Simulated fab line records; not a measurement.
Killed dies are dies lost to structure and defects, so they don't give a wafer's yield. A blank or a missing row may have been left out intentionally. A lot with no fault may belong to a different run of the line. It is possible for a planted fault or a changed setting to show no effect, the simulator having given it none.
fab line records + flow nand_harc
[record]
- lots = 10
- wafers = 30
- last_day = 23
route steps=1159 shown A_BLC@988 A_M0@1002 END@1159
lots with no fault: from the same line, run without faults
start_h: the number of hours between the record's first day and the start of the first shown wafer of the lot + wait_h: how many hours have passed since the lot's step before this one + " same as the row above + L1.1+2: one row covering several wafers at once + - either no value or no given start + * or withheld: withheld + < > ~ a bound
route shown NAME@n: NAME is a module with steps in the file, n the number in the route of the first one + usual: the fault-free wafers' mean and standard deviation + same: alike in all rows + chamber/n: place in a boat + sites: the reading at each site + _std_site: how widely they spread, as a standard deviation + _edge_site: mean of outer sites minus mean of inner sites + radius_mm: how far each site lies from the wafer's centre + mask NAME#n: copy n + behind: the last tool/chamber to shape the wafer + hold: reason for holding the lot/hours on hold/outcome of the hold + device: transistor that didn't switch, given as n, p or np + end of line: tests of these same wafers at the route's end + for a step that has no rows: nothing shown but its recipe + killed: the dies lost at the first sort to structure and to defects; this is not the yield of the wafer + map: the dies of a wafer, with x for killed, . for not killed, _ for no die there
set.NAME: the setting the step ran with; set.NAME@STEP: the setting that earlier step ran with + model.NAME: the simulator's own value behind a step, which no gauge read
route steps across a sampled set of lots; one table per step, one row per wafer
services: a tool's chamber out of use, with start hour (start_h, from the record's first day; less than 0 if before it), hours out, and reason
[[steps]]
[step NHARC_A_BLC_ALD_23]
[recipe]
- target_thk_a = 30
- pulse_time_s = 1
- ald_cycles = 150
- temp_c = 450
- material = TiN
[usual]
- heater_power_w = 1100/94
- precursor_pulse_height_rel = 0.999/0.021
| lot.wafer | tool         | chamber | start_h | wait_h | heater_power_w | precursor_pulse_height_rel |
|-----------|--------------|---------|---------|--------|----------------|----------------------------|
| L439.3    | ald_metal-01 | 2       | 381.76  | -      | 1228           | 0.979                      |
| L439.5    | "            | 1       | "       | "      | 993            | 0.980                      |
| L439.4    | "            | 0       | "       | "      | 1080           | 0.983                      |
| L440.3    | ald_metal-02 | 1       | 393.84  | -      | 1160           | 0.993                      |
| L440.2    | "            | 2       | "       | "      | 1147           | 1.009                      |
| L440.6    | "            | 1       | "       | "      | 1147           | 1.019                      |
| L442.2    | ald_metal-02 | 2       | 397.30  | -      | 1183           | 1.000                      |
| L442.4    | "            | 3       | "       | "      | 1105           | 1.031                      |
| L442.5    | "            | 1       | "       | "      | 1205           | 1.004                      |
| L441.4    | ald_metal-02 | 0       | 409.16  | -      | 983            | 1.017                      |
| L441.3    | "            | 1       | "       | "      | 1163           | 0.967                      |
| L441.2    | "            | 2       | "       | "      | 1172           | 0.997                      |
| L444.1    | ald_metal-02 | 1       | 414.43  | -      | 1172           | 1.025                      |
| L444.2    | "            | 3       | "       | "      | 1160           | 1.035                      |
| L444.5    | "            | 1       | "       | "      | 1158           | 1.017                      |
| L443.1    | ald_metal-01 | 1       | 415.65  | -      | 981            | 0.994                      |
| L443.2    | "            | 0       | "       | "      | 1073           | 0.992                      |
| L443.6    | "            | 1       | "       | "      | 967            | 0.933                      |
| L445.1    | ald_metal-04 | 2       | 416.50  | -      | 1126           | 0.989                      |
| L445.3    | "            | 3       | "       | "      | 1231           | 0.979                      |
| L445.6    | "            | 2       | "       | "      | 1131           | 1.007                      |
| L452.2    | ald_metal-01 | 2       | 473.66  | -      | 1138           | 0.990                      |
| L452.4    | "            | 3       | "       | "      | 1226           | 1.001                      |
| L452.1    | "            | 1       | "       | "      | 923            | 1.017                      |
| L459.1    | ald_metal-01 | 2       | 506.82  | -      | 1136           | 1.008                      |
| L459.3    | "            | 3       | "       | "      | 1232           | 0.966                      |
| L459.6    | "            | 1       | "       | "      | 915            | 1.014                      |
| L457.2    | ald_metal-02 | 1       | 508.52  | -      | 1178           | 1.037                      |
| L457.3    | "            | 2       | "       | "      | 1164           | 0.989                      |
| L457.6    | "            | 0       | "       | "      | 1028           | 1.044                      |
[step NHARC_A_M0_PEB_07]
[recipe]
- peb_temp_c = 100
- peb_time_s = 65
| lot.wafer  | tool           | chamber | start_h | wait_h |
|------------|----------------|---------|---------|--------|
| L439.3+4+5 | litho_track-01 | 0       | 390.28  | 0.0    |
| L440.2+3+6 | litho_track-06 | 0       | 396.08  | 0.1    |
| L442.2+4+5 | litho_track-04 | 0       | 402.08  | 0.1    |
| L441.2+3+4 | litho_track-06 | 0       | 414.03  | 0.1    |
| L444.1+2+5 | litho_track-01 | 0       | 420.22  | 0.1    |
| L443.1+2+6 | litho_track-04 | 0       | 420.98  | 0.1    |
| L445.1+3+6 | litho_track-06 | 0       | 426.83  | 0.1    |
| L452.1+2+4 | litho_track-04 | 0       | 477.62  | 0.1    |
| L459.1+3+6 | litho_track-06 | 0       | 508.77  | 0.1    |
| L457.2+3+6 | litho_track-06 | 0       | 510.40  | 0.1    |
[step NHARC_A_M0_CD_MEAS_09]
[recipe]
- target_cd_nm = 80
- landing_energy_ev = 500
[usual]
- cd_nm = 80.3/0.67
| lot.wafer | tool      | chamber | start_h | wait_h | cd_nm |
|-----------|-----------|---------|---------|--------|-------|
| L439.3    | cd_sem-01 | 0       | 390.37  | -      | 80.6  |
| L439.4    | "         | 0       | "       | "      | 80.0  |
| L439.5    | "         | 0       | "       | "      | 79.2  |
| L440.2    | cd_sem-01 | 0       | 396.17  | -      | 80.0  |
| L440.3    | "         | 0       | "       | "      | 79.9  |
| L440.6    | "         | 0       | "       | "      | 80.0  |
| L442.2    | cd_sem-01 | 0       | 402.16  | -      | 80.6  |
| L442.4    | "         | 0       | "       | "      | 79.9  |
| L442.5    | "         | 0       | "       | "      | 81.1  |
| L441.2    | cd_sem-01 | 0       | 414.11  | -      | 81.0  |
| L441.3    | "         | 0       | "       | "      | 80.7  |
| L441.4    | "         | 0       | "       | "      | 79.7  |
| L444.1    | cd_sem-01 | 0       | 420.30  | -      | 80.7  |
| L444.2    | "         | 0       | "       | "      | 79.5  |
| L444.5    | "         | 0       | "       | "      | 80.6  |
| L443.1    | cd_sem-02 | 0       | 421.06  | -      | 81.0  |
| L443.2    | "         | 0       | "       | "      | 80.4  |
| L443.6    | "         | 0       | "       | "      | 80.5  |
| L445.1    | cd_sem-03 | 0       | 426.91  | -      | 79.9  |
| L445.3    | "         | 0       | "       | "      | 79.4  |
| L445.6    | "         | 0       | "       | "      | 80.7  |
| L452.1    | cd_sem-01 | 0       | 477.70  | -      | 80.6  |
| L452.2    | "         | 0       | "       | "      | 85.3  |
| L452.4    | "         | 0       | "       | "      | 80.3  |
| L459.1    | cd_sem-02 | 0       | 508.85  | -      | 79.7  |
| L459.3    | "         | 0       | "       | "      | 81.3  |
| L459.6    | "         | 0       | "       | "      | 80.7  |
| L457.2    | cd_sem-03 | 0       | 510.49  | -      | 81.0  |
| L457.3    | "         | 0       | "       | "      | 80.3  |
| L457.6    | "         | 0       | "       | "      | 79.3  |
[step NHARC_A_M0_DESCUM_14]
[recipe]
- time_s = 3
- o2_flow_sccm = 200
- ar_flow_sccm = 0
- bias_power_w = 0
- chemistry = O2
[usual]
- drypump_motor_current_A = 5.6/0.41
- oes_product_au = 1.000/0.011
- rf_vpp_V = 57.7/0.85
- showerhead_plenum_p_Torr = 1.89/0.086
- throttle_valve_pct = 11.310/0.0079
| lot.wafer | tool        | chamber | start_h | wait_h | drypump_motor_current_A | oes_product_au | rf_hours_counter_h | rf_vpp_V | showerhead_plenum_p_Torr | throttle_valve_pct |
|-----------|-------------|---------|---------|--------|-------------------------|----------------|--------------------|----------|--------------------------|--------------------|
| L439.4    | rie_diel-09 | 1       | 390.55  | 0.1    | 6.4                     | 0.996          | 10                 | 58.3     | 2.02                     | 11.316             |
| L439.3    | "           | 2       | "       | "      | 5.2                     | 0.993          | 10                 | 58.4     | 2.01                     | 11.305             |
| L439.5    | "           | 1       | "       | "      | 6.4                     | 0.992          | -                  | 57.1     | 2.02                     | 11.314             |
| L440.2    | rie_diel-02 | 0       | 396.35  | 0.1    | 5.0                     | 1.009          | 4                  | 57.2     | 1.82                     | 11.304             |
| L440.3    | "           | 1       | "       | "      | 6.2                     | 0.976          | 4                  | 56.6     | 1.79                     | 11.300             |
| L440.6    | "           | 0       | "       | "      | 5.0                     | 1.012          | -                  | 56.6     | 1.82                     | 11.329             |
| L442.2    | rie_diel-07 | 0       | 402.35  | 0.1    | 5.6                     | 1.004          | 12                 | 58.5     | 1.81                     | 11.306             |
| L442.4    | "           | 2       | "       | "      | 5.6                     | 1.021          | 13                 | 55.3     | 1.88                     | 11.316             |
| L442.5    | "           | 3       | "       | "      | 5.9                     | 1.001          | -                  | 58.6     | 1.80                     | 11.303             |
| L441.3    | rie_diel-07 | 3       | 414.29  | 0.1    | 5.9                     | 0.991          | 0                  | 56.5     | 1.80                     | 11.317             |
| L441.2    | "           | 1       | "       | "      | 5.6                     | 0.991          | 0                  | 58.4     | 2.01                     | 11.302             |
| L441.4    | "           | 2       | "       | "      | 5.6                     | 0.991          | 0                  | 57.4     | 1.88                     | 11.328             |
| L444.2    | rie_diel-09 | 2       | 420.51  | 0.1    | 5.2                     | 0.991          | 13                 | 59.0     | 2.01                     | 11.301             |
| L444.1    | "           | 3       | "       | "      | 5.6                     | 1.022          | 14                 | 56.6     | 1.84                     | 11.304             |
| L444.5    | "           | 3       | "       | "      | 5.6                     | 1.014          | -                  | 57.9     | 1.84                     | 11.311             |
| L443.1    | rie_diel-02 | 1       | 421.25  | 0.1    | 6.2                     | 0.980          | 5                  | 56.7     | 1.79                     | 11.311             |
| L443.2    | "           | 2       | "       | "      | 5.5                     | 1.002          | 5                  | 56.6     | 2.01                     | 11.299             |
| L443.6    | "           | 2       | "       | "      | 5.5                     | 1.006          | -                  | 59.1     | 2.01                     | 11.306             |
| L445.1    | rie_diel-09 | 1       | 427.11  | 0.1    | 6.4                     | 0.976          | 11                 | 57.7     | 2.02                     | 11.309             |
| L445.3    | "           | 2       | "       | "      | 5.2                     | 0.991          | 13                 | 60.2     | 2.01                     | 11.318             |
| L445.6    | "           | 0       | "       | "      | 6.4                     | 1.005          | -                  | 57.2     | 1.82                     | 11.322             |
| L452.4    | rie_diel-02 | 2       | 477.89  | 0.1    | 5.5                     | 0.993          | 8                  | 58.4     | 2.01                     | 11.308             |
| L452.1    | "           | 3       | "       | "      | 5.4                     | 1.003          | 7                  | 58.0     | 1.88                     | 11.306             |
| L452.2    | "           | 0       | "       | "      | 5.0                     | 1.024          | 8                  | 56.0     | 1.82                     | 11.299             |
| L459.3    | rie_diel-09 | 3       | 509.04  | 0.1    | 5.6                     | 1.008          | 2                  | 58.7     | 1.84                     | 11.326             |
| L459.1    | "           | 0       | "       | "      | 6.4                     | 1.008          | 5                  | 58.1     | 1.82                     | 11.307             |
| L459.6    | "           | 3       | "       | "      | 5.6                     | 1.011          | -                  | 57.4     | 1.84                     | 11.315             |
| L457.2    | rie_diel-09 | 3       | 510.69  | 0.1    | 5.6                     | 1.013          | 2                  | 57.3     | 1.84                     | 11.296             |
| L457.3    | "           | 0       | "       | "      | 6.3                     | 0.997          | 5                  | 57.6     | 1.82                     | 11.325             |
| L457.6    | "           | 1       | "       | "      | 6.4                     | 0.986          | -                  | 57.0     | 2.02                     | 11.309             |
[step NHARC_A_M0_STRIP_18]
[recipe]
- power_w = 1000
- n2_flow_sccm = 150
- h2_flow_sccm = 150
- ar_flow_sccm = 0
- bias_w = 0
- chemistry = N2/H2
[usual]
- drypump_motor_current_A = 5.7/0.41
- oes_product_au = 0.998/0.011
- rf_vpp_V = 90.5/1.1
- showerhead_plenum_p_Torr = 2.02/0.099
- throttle_valve_pct = 14.171/0.0093
| lot.wafer | tool        | chamber | start_h | wait_h | drypump_motor_current_A | oes_product_au | rf_hours_counter_h | rf_vpp_V | showerhead_plenum_p_Torr | throttle_valve_pct |
|-----------|-------------|---------|---------|--------|-------------------------|----------------|--------------------|----------|--------------------------|--------------------|
| L439.4    | rie_diel-07 | 0       | 390.94  | 0.1    | 5.6                     | 1.000          | 12                 | 89.5     | 1.93                     | 14.184             |
| L439.3    | "           | 1       | "       | "      | 5.6                     | 0.983          | 12                 | 90.3     | 2.15                     | 14.167             |
| L439.5    | "           | 3       | "       | "      | 5.9                     | 0.999          | -                  | 89.7     | 1.92                     | 14.171             |
| L440.2    | rie_diel-09 | 2       | 396.79  | 0.1    | 5.2                     | 1.007          | 11                 | 91.8     | 2.14                     | 14.171             |
| L440.3    | "           | 0       | "       | "      | 6.3                     | 1.009          | 9                  | 90.6     | 1.94                     | 14.164             |
| L440.6    | "           | 2       | "       | "      | 5.2                     | 1.004          | -                  | 91.2     | 2.14                     | 14.177             |
| L442.4    | rie_diel-09 | 1       | 402.76  | 0.1    | 6.4                     | 0.992          | 11                 | 90.9     | 2.15                     | 14.163             |
| L442.2    | "           | 2       | "       | "      | 5.2                     | 1.001          | 11                 | 90.8     | 2.14                     | 14.165             |
| L442.5    | "           | 1       | "       | "      | 6.4                     | 0.995          | -                  | 89.7     | 2.15                     | 14.163             |
| L441.3    | rie_diel-09 | 0       | 414.66  | 0.1    | 6.3                     | 1.016          | 10                 | 89.4     | 1.94                     | 14.170             |
| L441.2    | "           | 3       | "       | "      | 5.6                     | 1.020          | 12                 | 89.7     | 1.96                     | 14.184             |
| L441.4    | "           | 3       | "       | "      | 5.6                     | 1.011          | -                  | 90.4     | 1.96                     | 14.173             |
| L444.1    | rie_diel-09 | 3       | 420.95  | 0.1    | 5.5                     | 1.012          | 14                 | 90.6     | 1.96                     | 14.169             |
| L444.2    | "           | 0       | "       | "      | 6.3                     | 1.003          | 11                 | 90.7     | 1.94                     | 14.178             |
| L444.5    | "           | 0       | "       | "      | 6.3                     | 1.010          | -                  | 89.5     | 1.94                     | 14.174             |
| L443.1    | rie_diel-07 | 2       | 421.62  | 0.1    | 5.6                     | 0.999          | 1                  | 88.9     | 2.00                     | 14.173             |
| L443.2    | "           | 1       | "       | "      | 5.6                     | 0.981          | 1                  | 93.1     | 2.14                     | 14.177             |
| L443.6    | "           | 3       | "       | "      | 5.9                     | 0.993          | -                  | 89.6     | 1.92                     | 14.170             |
| L445.1    | rie_diel-02 | 2       | 427.53  | 0.1    | 5.5                     | 1.007          | 5                  | 90.8     | 2.14                     | 14.177             |
| L445.3    | "           | 3       | "       | "      | 5.4                     | 1.007          | 5                  | 89.4     | 2.01                     | 14.175             |
| L445.6    | "           | 0       | "       | "      | 5.0                     | 1.025          | -                  | 89.6     | 1.93                     | 14.155             |
| L452.2    | rie_diel-07 | 1       | 478.27  | 0.1    | 5.6                     | 0.987          | 3                  | 90.5     | 2.14                     | 14.167             |
| L452.4    | "           | 3       | "       | "      | 5.9                     | 0.994          | 3                  | 91.2     | 1.92                     | 14.147             |
| L452.1    | "           | 0       | "       | "      | 5.6                     | 1.009          | 3                  | 88.7     | 1.93                     | 14.183             |
| L459.3    | rie_diel-07 | 0       | 509.42  | 0.1    | 5.6                     | 1.005          | 6                  | 89.2     | 1.93                     | 14.191             |
| L459.1    | "           | 2       | "       | "      | 5.6                     | 0.988          | 6                  | 89.8     | 2.00                     | 14.172             |
| L459.6    | "           | 1       | "       | "      | 5.7                     | 1.000          | -                  | 92.8     | 2.14                     | 14.160             |
| L457.2    | rie_diel-07 | 1       | 511.06  | 0.1    | 5.6                     | 0.989          | 6                  | 91.6     | 2.14                     | 14.170             |
| L457.3    | "           | 0       | "       | "      | 5.6                     | 1.009          | 6                  | 90.5     | 1.93                     | 14.170             |
| L457.6    | "           | 1       | "       | "      | 5.6                     | 0.988          | -                  | 90.8     | 2.14                     | 14.167             |
[step NHARC_END_SORT_01]
[recipe]
- temp_c = 25
[usual]
- defect_limited_yield = 95.4/1.5
- killed_at_array = 27/9.9
- killed_at_other = 0.6/0.84
- killed_at_periphery = 3.7/2.5
- killed_dies = 31/9.9
- killed_open = 3.0/1.6
- killed_short = 1.9/1.2
- sort_bin_2_pct = 1.5/0.6
- sort_bin_3_pct = 0.26/0.21
- sort_bin_4_pct = 2.9/0.98
- sort_n_pass = 646/9.9
- sort_rim_yield_pct = 96.3/2.4
- sort_yield_pct = 95.4/1.5
[same]
- gross_dies = 677
- sort_bin_5_pct[%] = 0
- sort_bin_6_pct[%] = 0
- sort_bin_7_pct[%] = 0
- sort_bin_8_pct[%] = 0
- sort_rim_n_gross = 106.00
| lot.wafer | tool      | chamber | start_h | wait_h | defect_limited_yield[%] | killed_at_array | killed_at_other | killed_at_periphery | killed_dies | killed_open | killed_short | sort_bin_2_pct[%] | sort_bin_3_pct[%] | sort_bin_4_pct[%] | sort_n_pass | sort_rim_yield_pct[%] | sort_yield_pct[%] |
|-----------|-----------|---------|---------|--------|-------------------------|-----------------|-----------------|---------------------|-------------|-------------|--------------|-------------------|-------------------|-------------------|-------------|-----------------------|-------------------|
| L442.2    | prober-02 | 0       | 450.52  | 2.8    | 96.2                    | 19              | 1               | 6                   | 26          | 4           | 0            | 1.3               | 0.30              | 2.2               | 651         | 97.2                  | 96.2              |
| L442.4    | prober-02 | 0       | 452.10  | 3.4    | 95.7                    | 24              | 1               | 4                   | 29          | 3           | 1            | 1.5               | 0.30              | 2.5               | 648         | 98.1                  | 95.7              |
| L442.5    | prober-02 | 0       | 452.90  | 3.7    | 95.3                    | 17              | 3               | 12                  | 32          | 1           | 1            | 1.5               | 0.30              | 3.0               | 645         | 95.3                  | 95.3              |
| L444.1    | prober-02 | 0       | 459.93  | 2.5    | 95.0                    | 30              | 1               | 3                   | 34          | 3           | 1            | 1.5               | 0                 | 3.5               | 643         | 96.2                  | 95.0              |
| L444.2    | prober-02 | 0       | 460.72  | 2.8    | 96.2                    | 24              | 1               | 1                   | 26          | 3           | 2            | 0.7               | 0.30              | 2.8               | 651         | 91.5                  | 96.2              |
| L444.5    | prober-02 | 0       | 463.10  | 3.7    | 96.5                    | 24              | 0               | 0                   | 24          | 0           | 2            | 1.5               | 0                 | 2.1               | 653         | 98.1                  | 96.5              |
| L445.1    | prober-02 | 0       | 467.70  | 2.5    | 98.8                    | 7               | 0               | 1                   | 8           | 1           | 0            | 0.1               | 0                 | 1.0               | 669         | 100.0                 | 98.8              |
| L445.3    | prober-02 | 0       | 469.29  | 3.1    | 97.8                    | 14              | 0               | 1                   | 15          | 4           | 0            | 0.6               | 0                 | 1.6               | 662         | 97.2                  | 97.8              |
| L445.6    | prober-02 | 0       | 471.68  | 4.0    | 97.2                    | 19              | 0               | 0                   | 19          | 3           | 1            | 0.9               | 0.15              | 1.8               | 658         | 99.1                  | 97.2              |
| L457.2    | prober-01 | 0       | 551.34  | 2.8    | 94.8                    | 32              | 1               | 2                   | 35          | 1           | 3            | 2.2               | 0.15              | 2.8               | 642         | 99.1                  | 94.8              |
| L457.3    | prober-01 | 0       | 552.14  | 3.1    | 95.1                    | 32              | 0               | 1                   | 33          | 0           | 1            | 1.6               | 0.15              | 3.1               | 644         | 92.5                  | 95.1              |
| L457.6    | prober-01 | 0       | 554.55  | 4.0    | 94.7                    | 32              | 0               | 4                   | 36          | 6           | 1            | 1.5               | 0.44              | 3.4               | 641         | 96.2                  | 94.7              |
// killed by level:class
L442.2 A_SLIT:chamber_film_flake=7 P_CONTACT:chamber_film_flake=4 A_CHANNEL_HOLE_D1:chamber_film_flake=3 A_CONTACT:chamber_film_flake=3 A_CONTACT:geometric_particle:open=2 P_M0:geometric_particle:open=1 A_CHANNEL_HOLE_D1:geometric_particle:open=1 P_GATE:chamber_film_flake=1
L442.4 A_SLIT:chamber_film_flake=8 A_CONTACT:chamber_film_flake=6 P_CONTACT:chamber_film_flake=4 A_CHANNEL_HOLE_D1:chamber_film_flake=2 A_STAIRCASE:chamber_film_flake=2 A_CHANNEL_FILL_D1:geometric_particle:open=1 A_CONTACT:geometric_particle:open=1 A_BLC:geometric_particle:short=1
L442.5 A_SLIT:chamber_film_flake=9 P_CONTACT:chamber_film_flake=8 P_M2:chamber_film_flake=3 THIN_TSV:chamber_film_flake=3 A_STAIRCASE:chamber_film_flake=2 A_WL_FILL:chamber_film_flake=2 P_CONTACT:geometric_particle:open=1 A_CHANNEL_FILL_D1:geometric_particle:short=1
L444.1 A_CHANNEL_HOLE_D1:chamber_film_flake=14 A_SLIT:chamber_film_flake=7 A_CONTACT:chamber_film_flake=4 P_M2:geometric_particle:open=1 A_CONTACT:geometric_particle:open=1 A_M0:geometric_particle:open=1 A_M0:geometric_particle:short=1 P_ZERO_WELL:chamber_film_flake=1
L444.2 A_CHANNEL_HOLE_D1:chamber_film_flake=7 A_SLIT:chamber_film_flake=6 A_CONTACT:chamber_film_flake=4 A_CONTACT:geometric_particle:open=2 A_WL_FILL:chamber_film_flake=2 A_CHANNEL_HOLE_D1:geometric_particle:short=1 A_CHANNEL_FILL_D1:geometric_particle:open=1 A_M1:geometric_particle:short=1
L444.5 A_CHANNEL_HOLE_D1:chamber_film_flake=12 A_SLIT:chamber_film_flake=7 A_CONTACT:chamber_film_flake=2 A_CHANNEL_FILL_D1:geometric_particle:short=1 A_M0:geometric_particle:short=1 A_STAIRCASE:chamber_film_flake=1
L445.1 A_CONTACT:chamber_film_flake=3 A_CHANNEL_HOLE_D1:chamber_film_flake=2 P_CONTACT:geometric_particle:open=1 A_SLIT:chamber_film_flake=1 A_WL_FILL:chamber_film_flake=1
L445.3 A_CONTACT:chamber_film_flake=5 A_CONTACT:geometric_particle:open=2 A_SLIT:chamber_film_flake=2 A_BLC:geometric_particle:open=1 A_M0:geometric_particle:open=1 P_M2:chamber_film_flake=1 A_CHANNEL_HOLE_D1:chamber_film_flake=1 A_CHANNEL_FILL_D1:chamber_film_flake=1
L445.6 A_CONTACT:chamber_film_flake=7 A_CHANNEL_HOLE_D1:chamber_film_flake=4 A_WL_FILL:chamber_film_flake=3 A_CHANNEL_FILL_D1:geometric_particle:short=1 A_CONTACT:geometric_particle:open=1 A_BLC:geometric_particle:open=1 A_M1:geometric_particle:open=1 A_SLIT:chamber_film_flake=1
L457.2 A_SLIT:chamber_film_flake=11 A_CHANNEL_HOLE_D1:chamber_film_flake=8 A_CONTACT:chamber_film_flake=6 A_STAIRCASE:chamber_film_flake=2 A_CHANNEL_HOLE_D1:geometric_particle:short=1 A_CHANNEL_FILL_D1:geometric_particle:short=1 A_SLIT:geometric_particle:short=1 A_CONTACT:geometric_particle:open=1
L457.3 A_SLIT:chamber_film_flake=19 A_CHANNEL_HOLE_D1:chamber_film_flake=4 A_CONTACT:chamber_film_flake=4 A_STAIRCASE:chamber_film_flake=3 A_SOURCE_PLATE:geometric_particle:short=1 P_STI:chamber_film_flake=1 A_SGD_CUT:chamber_film_flake=1
L457.6 A_SLIT:chamber_film_flake=16 A_CHANNEL_HOLE_D1:chamber_film_flake=5 A_STAIRCASE:chamber_film_flake=3 A_CONTACT:chamber_film_flake=3 P_CONTACT:geometric_particle:open=2 A_BLC:geometric_particle:open=2 A_CHANNEL_HOLE_D1:geometric_particle:open=1 A_CONTACT:geometric_particle:open=1
[[services]]
| tool           | chamber | start_h | hours | kind   |
|----------------|---------|---------|-------|--------|
| rie_diel-09    | 0       | 361.11  | -     | clean  |
| rie_diel-09    | 1       | 361.11  | -     | clean  |
| rie_diel-09    | 2       | 361.11  | -     | clean  |
| rie_diel-09    | 3       | 361.11  | -     | clean  |
| ald_metal-02   | -       | 364.00  | 10.0  | pm     |
| ald_metal-01   | 3       | 371.34  | 23.9  | repair |
| rie_diel-02    | 0       | 382.32  | 4.0   | repair |
| rie_diel-02    | 3       | 383.00  | 14.7  | repair |
| ald_metal-01   | -       | 383.61  | 1.1   | repair |
| rie_diel-09    | 0       | 385.61  | -     | clean  |
| rie_diel-07    | -       | 405.20  | 9.0   | pm     |
| ald_metal-04   | -       | 406.00  | 10.0  | pm     |
| rie_diel-09    | 1       | 406.07  | 16.1  | repair |
| ald_metal-02   | 0       | 419.00  | 23.8  | repair |
| litho_track-01 | -       | 443.00  | 7.0   | pm     |
| ald_metal-04   | -       | 464.80  | 0.9   | repair |
| litho_track-06 | -       | 467.00  | 7.0   | pm     |
| rie_diel-07    | -       | 474.03  | 0.3   | repair |
| litho_track-04 | -       | 491.00  | 7.0   | pm     |
| rie_diel-09    | 3       | 493.57  | 15.1  | repair |
| rie_diel-07    | 1       | 496.21  | 7.8   | repair |
| rie_diel-09    | 0       | 497.16  | 3.3   | repair |
| rie_diel-02    | -       | 504.71  | 9.0   | pm     |
| ald_metal-02   | 3       | 510.48  | 6.4   | repair |
[[key]]
[first_sign]
- step = NHARC_A_M0_CD_MEAS_09
- reading = cd_nm
- direction = up
- sigmas = 7.6
- usual = 80.3
- struck = 85.3
effect none on later readings
met_at NHARC_A_M0_PEB_07
struck_lots L452
struck_wafers L452.2
not_acting_at NHARC_A_BLC_ALD_23,NHARC_A_M0_DESCUM_14,NHARC_A_M0_STRIP_18
onset_between 420.98 477.62
[fault]
- kind = process_parameter_drift
- tool = litho_track-04
- chamber = -
- onset_h = 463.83
- steps = NHARC_A_M0_PEB_07
- channel = peb_time_s
- offset = *
- shape = step
- end_h = 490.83
- scope = struck_wafers_only
- acts_in = *
- stated = *
